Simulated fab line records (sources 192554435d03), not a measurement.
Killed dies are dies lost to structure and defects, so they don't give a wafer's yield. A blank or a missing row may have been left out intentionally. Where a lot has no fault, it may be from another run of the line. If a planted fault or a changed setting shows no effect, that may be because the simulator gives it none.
Chamber matching ; flow n5_finfet ; 4 sister chambers for N5_BEOL_M13_ETCH_67 on rie_diel-04
The step etches SiARC in CF4, target depth 143 nm, time 238.3 s. 4 wafers are shown with their chamber, then 7 later ones without.

## EACH WAFER AND ITS CHAMBER
wafer;chamber;showerhead_plenum_p_Torr (Torr)
L090.1;0;2.25
L090.6;1;2.11
L093.1;2;2.13
L093.4;3;2.07

## WAFERS WITH NO CHAMBER GIVEN
wafer;showerhead_plenum_p_Torr (Torr)
L093.6;2.24
L094.3;2.24
L094.5;2.24
L094.6;2.10
L097.3;2.07
L097.4;2.24
L097.5;2.10

## WHICH CHAMBER EACH WENT THROUGH
wafer;from the rows above;in truth
L093.6;0;0
L094.3;0;0
L094.5;0;0
L094.6;1;1
L097.3;3;3
L097.4;0;0
L097.5;1;1
Placed correctly: 7 of 7. Left unplaced by these rows: 0. Placed wrongly: 0.
How it was worked out, from the rows above alone: a wafer's distance from a chamber is the root of the sum, over the readings, of the square of ((its reading less the chamber's mean) divided by the reading's scatter). The wafer belongs to the nearest chamber; if the next one is less than 2 further off, it can't be placed. The mean given for a chamber averages the wafers shown for that chamber. The scatter: with one shown wafer a chamber, the root of the mean of the squares of how far each hidden wafer lies from its nearest shown one.
